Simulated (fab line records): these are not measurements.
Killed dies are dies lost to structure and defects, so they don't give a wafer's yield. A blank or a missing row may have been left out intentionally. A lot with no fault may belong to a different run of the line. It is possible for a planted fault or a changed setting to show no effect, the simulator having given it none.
fab line records ; flow n5Finfet ; part 2 of 2: steps 17 to 24 of 24
record: lots: 5; wafers: 15; lastDay: 19
route steps=1938 shown GATE_CUT@485
lots that met no fault: from a run of the same line without faults
startH: hours from the record's first day to the start of the lot's first wafer shown ; waitH: hours elapsed since this lot's preceding step ; " unchanged from the row above ; L1.1+2: a row that stands for several wafers ; - no value, or no start was given ; * or withheld: withheld ; < > ~ a bound
route shown NAME@n: a module of which the file shows steps, and the number in the route of the first ; usual: mean/standard deviation of fault-free wafers ; same: alike in all rows ; chamber/n: place in a boat ; sites: per-site readings ; _std_site: their standard deviation ; _edge_site: outer sites' mean less inner sites' ; radiusMm: for every site, how far away it sits from the centre of the wafer ; mask NAME#n: copy n ; behind: the most recent tool/chamber to have shaped the wafer ; hold: why the lot went on hold/how many hours it stayed there/how the hold came to an end ; device: whichever transistor did not switch (one of n, p or np) ; end of line: the route-end tests of the same wafers ; for a step that has no rows: nothing shown but its recipe ; killed: dies that structure and defects cost at the first sort, which is not the same as the wafer's yield ; map: per-die view of a wafer (x killed, . not killed, _ where there is no die)
set.NAME: the setting as run; set.NAME@STEP: as run at that earlier step ; model.NAME: the simulator's own value behind a step, which no gauge read
lots at selected steps of the route; one table per step, one row per wafer
services: the hour from which a tool's chamber was out of use, counted from the record's first day as startH (under 0 if before that day), plus the number of hours and why
== steps ==
step: N5_GATE_CUT_CUT_ETCH_54
recipe: chemistry: Cl2/BCl3; target: TiN; maskMaterial: SiO2; targetDepthA: 967; pressureMtorr: 10; icpW: 1000; biasW: 126; Cl2_flow_sccm: 53.25; bcl3FlowSccm: 21.75; Ar_flow_sccm: 25; ends: cleared
usual: drypumpMotorCurrentA: 5.5/0.4; etchRfOnTimeS: 36.6/0.34; oesProductAu: 0.65/0.094; throttleValvePct: 22.28/0.19
lot.wafer;tool;chamber;startH;waitH;drypumpMotorCurrentA;etchRfOnTimeS;oesProductAu;rfHoursCounterH;throttleValvePct
L075.1;rieMetal-01;1;88.78;0.0;6.1;36.5;0.62;76;22.28
L075.3;rieMetal-01;0;88.78;0.0;5.1;36.6;0.63;-;22.53
L075.5;rieMetal-01;0;88.78;0.0;5.1;36.1;0.63;-;22.54
L076.3;rieMetal-01;0;96.18;0.0;5.1;36.8;0.61;-;22.55
L076.4;rieMetal-01;1;96.18;0.0;6.1;36.8;0.62;-;22.29
L076.6;rieMetal-01;1;96.18;0.0;6.1;37.0;0.62;-;22.30
L084.1;rieMetal-01;1;141.44;0.0;6.1;37.2;0.61;81;22.31
L084.3;rieMetal-01;1;141.44;0.0;6.1;36.9;0.61;-;22.31
L084.5;rieMetal-01;0;141.44;0.0;5.1;36.6;0.61;-;22.54
L094.1;rieMetal-02;0;204.73;0.0;5.3;36.1;0.58;108;22.08
L094.3;rieMetal-02;0;204.73;0.0;5.3;36.0;0.59;-;22.07
L094.4;rieMetal-02;1;204.73;0.0;5.8;36.0;0.57;-;22.28
L097.1;rieMetal-03;0;221.73;0.0;5.3;36.4;0.87;2;22.32
L097.4;rieMetal-03;1;221.73;0.0;5.2;37.4;0.77;-;22.00
L097.6;rieMetal-03;0;221.73;0.0;5.4;36.5;0.87;-;22.31
step: N5_GATE_CUT_CUT_ETCH_55
recipe: chemistry: BCl3; target: HfO2; maskMaterial: SiO2; targetDepthA: 32; ionEnergyEv: 30; pressureMtorr: 5; icpW: 450; biasW: 18; bcl3FlowSccm: 80
usual: drypumpMotorCurrentA: 5.5/0.4; oesProductAu: 0.71/0.11; throttleValvePct: 33.07/0.27
lot.wafer;tool;chamber;startH;waitH;drypumpMotorCurrentA;oesProductAu;rfHoursCounterH;throttleValvePct
L075.1;rieMetal-01;1;88.84;0.0;6.1;0.69;76;33.29
L075.3;rieMetal-01;0;88.84;0.0;5.1;0.69;-;33.28
L075.5;rieMetal-01;0;88.84;0.0;5.1;0.69;-;33.30
L076.3;rieMetal-01;0;96.23;0.0;5.1;0.69;-;33.29
L076.4;rieMetal-01;1;96.23;0.0;6.1;0.69;-;33.28
L076.6;rieMetal-01;1;96.23;0.0;6.1;0.69;-;33.26
L084.1;rieMetal-01;1;141.50;0.0;6.1;0.68;81;33.28
L084.3;rieMetal-01;1;141.50;0.0;6.1;0.68;-;33.28
L084.5;rieMetal-01;0;141.50;0.0;5.1;0.68;-;33.30
L094.1;rieMetal-02;0;204.79;0.0;5.3;0.64;108;32.75
L094.3;rieMetal-02;0;204.79;0.0;5.4;0.64;-;32.74
L094.4;rieMetal-02;1;204.79;0.0;5.8;0.63;-;33.09
L097.1;rieMetal-03;0;221.79;0.0;5.3;0.96;2;33.30
L097.4;rieMetal-03;1;221.79;0.0;5.2;0.86;-;32.60
L097.6;rieMetal-03;0;221.79;0.0;5.3;0.97;-;33.29
step: N5_GATE_CUT_ETCH_47
recipe: chemistry: Cl2/BCl3; target: SiO2; targetDepthA: 100; pressureMtorr: 10; icpW: 1000; biasW: 126; Cl2_flow_sccm: 53.25; bcl3FlowSccm: 21.75; Ar_flow_sccm: 25
usual: drypumpMotorCurrentA: 5.5/0.4; oesProductAu: 0.71/0.11; throttleValvePct: 22.82/0.19
lot.wafer;tool;chamber;startH;waitH;drypumpMotorCurrentA;oesProductAu;rfHoursCounterH;throttleValvePct
L075.1;rieMetal-01;1;88.87;0.0;6.1;0.69;76;22.83
L075.3;rieMetal-01;0;88.87;0.0;5.1;0.68;-;23.07
L075.5;rieMetal-01;0;88.87;0.0;5.1;0.69;-;23.09
L076.3;rieMetal-01;0;96.26;0.0;5.1;0.69;-;23.08
L076.4;rieMetal-01;1;96.26;0.0;6.1;0.69;-;22.83
L076.6;rieMetal-01;1;96.26;0.0;6.1;0.69;-;22.83
L084.1;rieMetal-01;1;141.53;0.0;6.1;0.67;81;22.83
L084.3;rieMetal-01;1;141.53;0.0;6.1;0.68;-;22.85
L084.5;rieMetal-01;0;141.53;0.0;5.1;0.67;-;23.10
L094.1;rieMetal-02;0;204.82;0.0;5.3;0.64;109;22.62
L094.3;rieMetal-02;0;204.82;0.0;5.3;0.64;-;22.61
L094.4;rieMetal-02;1;204.82;0.0;5.7;0.63;-;22.83
L097.1;rieMetal-03;0;221.82;0.0;5.4;0.96;2;22.87
L097.4;rieMetal-03;1;221.82;0.0;5.2;0.85;-;22.54
L097.6;rieMetal-03;0;221.82;0.0;5.4;0.97;-;22.86
step: N5_GATE_CUT_VAPOR_ETCH_48
recipe: chemistry: BCl3/Cl2; target: TiN; mode: isotropic
usual: drypumpMotorCurrentA: 5.5/0.4; oesProductAu: 0.71/0.11
lot.wafer;tool;chamber;startH;waitH;drypumpMotorCurrentA;oesProductAu
L075.1;rieMetal-01;1;88.90;0.0;6.1;0.70
L075.3;rieMetal-01;0;88.90;0.0;5.1;0.69
L075.5;rieMetal-01;0;88.90;0.0;5.1;0.69
L076.3;rieMetal-01;0;96.29;0.0;5.1;0.69
L076.4;rieMetal-01;1;96.29;0.0;6.1;0.69
L076.6;rieMetal-01;1;96.29;0.0;6.1;0.68
L084.1;rieMetal-01;1;141.56;0.0;6.1;0.69
L084.3;rieMetal-01;1;141.56;0.0;6.1;0.68
L084.5;rieMetal-01;0;141.56;0.0;5.1;0.69
L094.1;rieMetal-02;0;204.85;0.0;5.3;0.64
L094.3;rieMetal-02;0;204.85;0.0;5.3;0.64
L094.4;rieMetal-02;1;204.85;0.0;5.8;0.63
L097.1;rieMetal-03;0;221.85;0.0;5.4;0.97
L097.4;rieMetal-03;1;221.85;0.0;5.2;0.86
L097.6;rieMetal-03;0;221.85;0.0;5.3;0.97
step: N5_GATE_CUT_VAPOR_ETCH_49
recipe: chemistry: BCl3/Cl2; target: TiAlC; mode: isotropic
usual: drypumpMotorCurrentA: 5.5/0.4; oesProductAu: 0.71/0.1
lot.wafer;tool;chamber;startH;waitH;drypumpMotorCurrentA;oesProductAu
L075.1;rieMetal-01;1;88.93;0.0;6.1;0.69
L075.3;rieMetal-01;0;88.93;0.0;5.1;0.69
L075.5;rieMetal-01;0;88.93;0.0;5.1;0.69
L076.3;rieMetal-01;0;96.32;0.0;5.1;0.69
L076.4;rieMetal-01;1;96.32;0.0;6.1;0.68
L076.6;rieMetal-01;1;96.32;0.0;6.1;0.69
L084.1;rieMetal-01;1;141.59;0.0;6.1;0.68
L084.3;rieMetal-01;1;141.59;0.0;6.2;0.69
L084.5;rieMetal-01;0;141.59;0.0;5.1;0.69
L094.1;rieMetal-02;0;204.88;0.0;5.4;0.64
L094.3;rieMetal-02;0;204.88;0.0;5.4;0.64
L094.4;rieMetal-02;1;204.88;0.0;5.8;0.62
L097.1;rieMetal-03;0;221.88;0.0;5.4;0.96
L097.4;rieMetal-03;1;221.88;0.0;5.2;0.86
L097.6;rieMetal-03;0;221.88;0.0;5.4;0.97
step: N5_GATE_CUT_VAPOR_ETCH_51
recipe: chemistry: BCl3/Cl2; target: HfO2; mode: isotropic
usual: drypumpMotorCurrentA: 5.5/0.39; oesProductAu: 0.71/0.11
lot.wafer;tool;chamber;startH;waitH;drypumpMotorCurrentA;oesProductAu
L075.1;rieMetal-01;1;88.96;0.0;6.1;0.69
L075.3;rieMetal-01;0;88.96;0.0;5.1;0.69
L075.5;rieMetal-01;0;88.96;0.0;5.1;0.69
L076.3;rieMetal-01;0;96.35;0.0;5.1;0.68
L076.4;rieMetal-01;1;96.35;0.0;6.2;0.69
L076.6;rieMetal-01;1;96.35;0.0;6.1;0.68
L084.1;rieMetal-01;1;141.62;0.0;6.1;0.68
L084.3;rieMetal-01;1;141.62;0.0;6.1;0.68
L084.5;rieMetal-01;0;141.62;0.0;5.1;0.68
L094.1;rieMetal-02;0;204.91;0.0;5.3;0.65
L094.3;rieMetal-02;0;204.91;0.0;5.3;0.65
L094.4;rieMetal-02;1;204.91;0.0;5.8;0.62
L097.1;rieMetal-03;0;221.91;0.0;5.3;0.97
L097.4;rieMetal-03;1;221.91;0.0;5.2;0.86
L097.6;rieMetal-03;0;221.91;0.0;5.3;0.97
step: N5_GATE_CUT_STRIP_21
recipe: chemistry: N2/H2; timeS: 30; powerW: 1000; tempC: 250; pressureMtorr: withheld; n2FlowSccm: 1750; h2FlowSccm: 3250
usual: drypumpMotorCurrentA: 5.7/0.48; heaterPowerW: 336/23
lot.wafer;tool;chamber;startH;waitH;drypumpMotorCurrentA;heaterPowerW;rfHoursCounterH
L075.1;plasmaAsher-01;1;89.01;0.0;4.8;286;89
L075.3;plasmaAsher-01;1;89.01;0.0;4.8;291;-
L075.5;plasmaAsher-01;0;89.01;0.0;5.7;366;-
L076.3;plasmaAsher-01;1;96.41;0.1;4.8;290;-
L076.4;plasmaAsher-01;0;96.41;0.1;5.6;362;-
L076.6;plasmaAsher-01;1;96.41;0.1;4.7;292;-
L084.1;plasmaAsher-02;1;141.67;0.0;5.9;337;50
L084.3;plasmaAsher-02;0;141.67;0.0;6.1;340;-
L084.5;plasmaAsher-02;0;141.67;0.0;6.1;345;-
L094.1;plasmaAsher-02;1;204.99;0.1;5.9;338;63
L094.3;plasmaAsher-02;0;204.99;0.1;6.1;352;-
L094.4;plasmaAsher-02;1;204.99;0.1;5.9;344;-
L097.1;plasmaAsher-02;1;221.96;0.0;5.9;329;66
L097.4;plasmaAsher-02;0;221.96;0.0;6.1;346;-
L097.6;plasmaAsher-02;1;221.96;0.0;5.9;346;-
step: N5_GATE_CUT_STRIP_29
recipe: chemistry: postEtchResidueRemover; timeS: 60; tempC: 25; removerPh: withheld; removerWaterWtPct: withheld; removerFluorideWtPct: withheld
lot.wafer;tool;chamber;startH;waitH
L075.1+3+5;wetBench-04;1,0,2;89.10;0.1
L076.3+4+6;wetBench-01;1,6,2;96.48;0.0
L084.1+3+5;wetBench-01;0,6,7;141.76;0.1
L094.1+3+4;wetBench-04;4,5,6;205.08;0.1
L097.1+4+6;wetBench-01;4,3,1;222.05;0.1
== services ==
tool;chamber;startH;hours;kind
rieDiel-01;0;66.08;1.5;repair
rieDiel-04;3;71.71;-;clean
rieDiel-04;3;71.71;-;consumableReplace:focusRing
rieDiel-04;3;71.71;15.5;scheduledDown
rieDiel-06;0;73.30;-;clean
rieDiel-06;0;73.30;-;consumableReplace:focusRing
rieDiel-06;0;73.30;18.6;scheduledDown
rieDiel-06;0;73.30;18.6;ventCycle
rieDiel-06;-;92.89;0.4;repair
rieMetal-01;-;113.53;1.1;repair
rieDiel-06;2;114.51;5.9;repair
rieDiel-06;-;116.53;12.6;repair
rieDiel-06;2;130.34;-;clean
rieDiel-06;2;130.34;-;consumableReplace:focusRing
rieDiel-06;2;130.34;22.1;scheduledDown
rieDiel-06;2;130.34;22.1;ventCycle
wetBench-01;-;133.49;1.7;repair
plasmaAsher-01;-;141.64;8.8;repair
rieMetal-01;0;154.55;3.4;repair
rieDiel-06;1;183.64;4.6;repair
rieDiel-01;0;196.72;1.8;repair
rieDiel-01;1;196.83;5.2;repair
rieDiel-06;-;213.84;2.8;pm
rieMetal-02;-;213.88;0.3;repair
